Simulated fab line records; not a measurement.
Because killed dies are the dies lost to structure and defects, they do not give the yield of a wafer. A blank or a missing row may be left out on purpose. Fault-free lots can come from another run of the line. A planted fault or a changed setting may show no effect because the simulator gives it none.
Which tool was responsible? | flow n5_finfet | Sampling: 9 lots, 27 wafers, 5 of 1938 route steps

WHAT THE GAUGES SHOWED, per wafer
N5_BEOL_M1_RS_MEAS_58: the measuring method here is four-point-probe. Usual: M1_RS 0.67 ohm/sq, standard deviation 0.047.
lot  | measured     | on            | M1_RS (ohm/sq) | flag
L780 | day 8 19:26  | film_metro-01 | 0.75 0.64 0.68 |
L782 | day 9 09:31  | film_metro-01 | 0.68 0.65 0.73 |
L784 | day 9 09:52  | film_metro-01 | 0.72 0.70 0.69 |
L785 | day 9 18:48  | film_metro-02 | 0.71 0.67 0.69 |
L789 | day 10 15:26 | film_metro-01 | 0.65 0.65 0.62 |
L790 | day 10 16:28 | film_metro-01 | 0.65 0.64 0.62 |
L792 | day 11 02:08 | film_metro-02 | 0.65 0.72 0.71 |
L793 | day 11 04:14 | film_metro-01 | 0.76 0.65 0.65 |
L798 | day 12 00:01 | film_metro-01 | 0.72 0.66 0.62 |

N5_BEOL_M4_RC_MEAS_101. Usual: DIBL_N 36.1 mV/V, standard deviation 2.3; DIBL_P 36 mV/V, standard deviation 3.2; IOFF_N 0.16 nA/um, standard deviation 0.045; IOFF_P 0.21 nA/um, standard deviation 0.049; ION_N 674 uA/um, standard deviation 14; ION_P 462 uA/um, standard deviation 8.4; SS_N 71.6 mV/dec, standard deviation 0.83; SS_P 73.2 mV/dec, standard deviation 0.87; VT_N 249 mV, standard deviation 3.8; VT_P -250 mV, standard deviation 3.4.
lot  | measured     | on        | DIBL_N (mV/V)  | DIBL_P (mV/V) | IOFF_N (nA/um) | IOFF_P (nA/um) | ION_N (uA/um) | ION_P (uA/um) | SS_N (mV/dec)  | SS_P (mV/dec)  | VT_N (mV)   | VT_P (mV)      | flag
L780 | day 12 16:52 | prober-02 | 35.8 34.3 34.7 | 36 34 35      | 0.15 0.13 0.14 | 0.20 0.17 0.19 | 674 669 677   | 458 461 460   | 71.7 71.1 70.5 | 72.9 72.6 72.1 | 249 249 249 | -251 -252 -251 |
L782 | day 12 13:42 | prober-02 | 35.9 31.9 35.3 | 36 31 34      | 0.16 0.10 0.16 | 0.18 0.13 0.17 | 671 663 670   | 449 451 453   | 71.5 69.7 70.8 | 74.0 72.0 72.7 | 248 252 246 | -250 -256 -255 |
L784 | day 12 22:52 | prober-02 | 34.9 36.0 34.8 | 34 36 33      | 0.12 0.14 0.12 | 0.15 0.19 0.15 | 652 668 645   | 444 456 439   | 70.7 71.9 70.9 | 71.9 73.5 72.9 | 253 251 254 | -255 -255 -257 |
L785 | day 14 01:37 | prober-01 | 31.5 30.9 30.0 | 30 30 29      | 0.09 0.09 0.09 | 0.14 0.14 0.13 | 645 657 653   | 446 456 455   | 70.8 69.4 69.6 | 72.5 71.8 71.3 | 257 254 256 | -254 -252 -255 |
L789 | day 15 08:49 | prober-02 | 37.5 32.3 33.1 | 37 30 31      | 0.18 0.11 0.11 | 0.23 0.14 0.15 | 666 656 658   | 457 448 453   | 72.6 70.9 71.1 | 73.9 71.3 72.1 | 248 255 252 | -250 -256 -254 |
L790 | day 15 11:49 | prober-02 | 36.9 38.7 39.8 | 34 37 37      | 0.16 0.19 0.22 | 0.20 0.24 0.24 | 689 693 688   | 470 472 465   | 70.9 71.8 71.8 | 72.9 74.2 73.6 | 249 243 243 | -247 -245 -247 |
L792 | day 14 17:44 | prober-01 | 31.4 37.2 36.4 | 30 36 35      | 0.09 0.19 0.16 | 0.13 0.20 0.19 | 645 672 668   | 446 462 458   | 69.8 71.5 71.4 | 72.4 73.5 73.7 | 255 247 250 | -258 -249 -254 |
L793 | day 15 19:12 | prober-01 | 34.4 35.0 35.4 | 36 37 37      | 0.14 0.14 0.15 | 0.16 0.19 0.19 | 672 678 676   | 458 466 465   | 71.9 72.0 72.3 | 72.9 73.1 73.5 | 251 254 251 | -255 -256 -253 |
L798 | day 16 04:26 | prober-02 | 39.9 36.0 35.4 | 39 34 33      | 0.22 0.14 0.13 | 0.24 0.17 0.17 | 707 661 670   | 474 450 460   | 72.3 70.8 70.4 | 74.2 73.0 72.0 | 244 250 251 | -250 -252 -248 |

WHICH TOOL RAN EACH LOT (tool, then ch and the chambers of the sampled wafers, then the start)
lot  | N5_BEOL_M2_ETCH_74                 | N5_BEOL_M2_ETCH_63                 | N5_BEOL_M2_COAT_68
L780 | rie_diel-01 ch 2,3, day 8 22:45    | rie_diel-01 ch 2,3, day 8 22:46    | litho_track-04 ch 0, day 8 23:12
L782 | rie_diel-04 ch 0,1,2, day 9 12:44  | rie_diel-04 ch 0,1,2, day 9 12:45  | litho_track-04 ch 0, day 9 13:21
L784 | rie_diel-04 ch 0,2, day 9 13:03    | rie_diel-04 ch 0,2, day 9 13:04    | litho_track-05 ch 0, day 9 13:37
L785 | rie_diel-04 ch 1,3, day 9 20:15    | rie_diel-04 ch 1,3, day 9 20:16    | litho_track-05 ch 0, day 9 20:41
L789 | rie_diel-03 ch 0,2,3, day 10 16:13 | rie_diel-03 ch 0,2,3, day 10 16:14 | litho_track-04 ch 0, day 10 16:40
L790 | rie_diel-03 ch 0,1,3, day 10 20:30 | rie_diel-03 ch 0,1,3, day 10 20:31 | litho_track-02 ch 0, day 10 20:56
L792 | rie_diel-01 ch 1,2,3, day 11 04:54 | rie_diel-01 ch 1,2,3, day 11 04:55 | litho_track-04 ch 0, day 11 05:20
L793 | rie_diel-04 ch 2,3, day 11 05:34   | rie_diel-04 ch 2,3, day 11 05:35   | litho_track-05 ch 0, day 11 06:00
L798 | rie_diel-01 ch 0,1,2, day 12 02:38 | rie_diel-01 ch 0,1,2, day 12 02:40 | litho_track-05 ch 0, day 12 03:05
- N5_BEOL_M2_ETCH_74: etches underlayer in N2/H2, target depth 6.5 nm, time 5.2 s.
- N5_BEOL_M2_ETCH_63: etches SiARC in CF4, target depth 15.6 nm, time 26 s.
- N5_BEOL_M2_COAT_68: time 60 s, resist thk 12 nm.

WHAT THE TOOLS THEMSELVES READ (means of the sampled wafers that have a number; where no wafer has one, the mark that the record gives instead)
N5_BEOL_M2_ETCH_74. Usual: drypump_motor_current_A 5.69 A, standard deviation 0.2; etch_rf_on_time_s 5.24 s, standard deviation 0.18; oes_product_au 0.68 a.u., standard deviation 0.076; rf_vpp_V 523.8 V, standard deviation 2.4; showerhead_plenum_p_Torr 2.53 Torr, standard deviation 0.084; throttle_valve_pct 17.90 %, standard deviation 0.26.
lot  | tool        | drypump_motor_current_A (A) | etch_rf_on_time_s (s) | oes_product_au (a.u.) | rf_vpp_V (V) | showerhead_plenum_p_Torr (Torr) | throttle_valve_pct (%) | flag
L780 | rie_diel-01 | 5.72                        | 5.53                  | 0.61                  | 522.3        | 2.53                            | 18.21                  |
L782 | rie_diel-04 | 5.74                        | 5.14                  | 0.72                  | 523.3        | 2.54                            | 17.86                  |
L784 | rie_diel-04 | 5.73                        | 5.15                  | 0.71                  | 525.2        | 2.53                            | 17.87                  |
L785 | rie_diel-04 | 5.47                        | 5.28                  | 0.68                  | 525.4        | 2.59                            | 18.11                  |
L789 | rie_diel-03 | 5.73                        | 5.35                  | 0.62                  | 525.6        | 2.51                            | 17.79                  |
L790 | rie_diel-03 | 5.66                        | 5.26                  | 0.64                  | 520.8        | 2.45                            | 17.80                  |
L792 | rie_diel-01 | 5.68                        | 5.30                  | 0.70                  | 525.7        | 2.57                            | 17.94                  |
L793 | rie_diel-04 | 5.30                        | 5.29                  | 0.68                  | 526.8        | 2.63                            | 18.11                  |
L798 | rie_diel-01 | 5.65                        | 5.20                  | 0.66                  | 524.3        | 2.55                            | 18.09                  |

N5_BEOL_M2_ETCH_63. Usual: drypump_motor_current_A 5.69 A, standard deviation 0.2; etch_rf_on_time_s 26.2 s, standard deviation 0.92; oes_product_au 0.68 a.u., standard deviation 0.075; rf_vpp_V 184.0 V, standard deviation 1.2; showerhead_plenum_p_Torr 2.13 Torr, standard deviation 0.062; throttle_valve_pct 15.65 %, standard deviation 0.23.
lot  | tool        | drypump_motor_current_A (A) | etch_rf_on_time_s (s) | oes_product_au (a.u.) | rf_vpp_V (V) | showerhead_plenum_p_Torr (Torr) | throttle_valve_pct (%) | flag
L780 | rie_diel-01 | 5.71                        | 27.4                  | 0.61                  | 183.3        | 2.13                            | 15.91                  |
L782 | rie_diel-04 | 5.71                        | 25.8                  | 0.72                  | 184.5        | 2.12                            | 15.54                  |
L784 | rie_diel-04 | 5.70                        | 25.8                  | 0.72                  | 184.1        | 2.13                            | 15.66                  |
L785 | rie_diel-04 | 5.48                        | 26.4                  | 0.67                  | 184.4        | 2.16                            | 15.73                  |
L789 | rie_diel-03 | 5.69                        | 26.3                  | 0.62                  | 184.1        | 2.13                            | 15.67                  |
L790 | rie_diel-03 | 5.66                        | 25.7                  | 0.65                  | 183.6        | 2.08                            | 15.66                  |
L792 | rie_diel-01 | 5.68                        | 26.8                  | 0.70                  | 184.1        | 2.16                            | 15.64                  |
L793 | rie_diel-04 | 5.29                        | 27.1                  | 0.68                  | 185.4        | 2.20                            | 15.75                  |
L798 | rie_diel-01 | 5.64                        | 26.4                  | 0.66                  | 183.7        | 2.15                            | 15.79                  |

N5_BEOL_M2_COAT_68. Usual: 1500.1 rpm for spin_speed_rpm, sd 0.96.
lot  | tool           | spin_speed_rpm (rpm) | flag
L780 | litho_track-04 | 1499.5               |
L782 | litho_track-04 | 1499.5               |
L784 | litho_track-05 | 1499.4               |
L785 | litho_track-05 | 1501.3               |
L789 | litho_track-04 | 1591.3               | OFF
L790 | litho_track-02 | 1499.6               |
L792 | litho_track-04 | 1590.6               | OFF
L793 | litho_track-05 | 1500.2               |
L798 | litho_track-05 | 1499.3               |

THE ANSWER, worked out from the rows above alone
Rule: a lot counts as off when the mean over its wafers that have a number is more than 3 standard deviations away from the usual mean. A lot without any number at a reading at which 4 lots or more have one is off too. All remaining lots with rows at the step are treated as sound. The gauges are gone through in route order, then the tools' own readings, and for those a lot's mean is taken as printed above. The first step at which some lot is off is used, and at that step the reading that is off furthest; a lot without a number counts as furthest.
Off, at N5_BEOL_M2_COAT_68 on spin_speed_rpm: L789, L792.
A tool fits if, at that step or a process step before it, it ran every lot that is off, and no sound lot after the first of them. One fits: N5_BEOL_M2_COAT_68 on litho_track-04. Its last sound lot is L782 (day 9 13:21), its first lot that is off L789 (day 10 16:40): a fault that began between those two fits.
The tool's own readings at N5_BEOL_M2_COAT_68 bear it out: on the lots that are off they differ by more than 5 times the standard deviation of the sound lots' means. spin_speed_rpm reads 1590.9 rpm there against 1499.8 rpm on the sound lots.

WHAT THE SIMULATOR HAD INSERTED
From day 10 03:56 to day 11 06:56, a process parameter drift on litho_track-04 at N5_BEOL_M2_COAT_68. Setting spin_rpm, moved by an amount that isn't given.
Lots struck among those shown: L789, L792. The rule above reached the same finding.
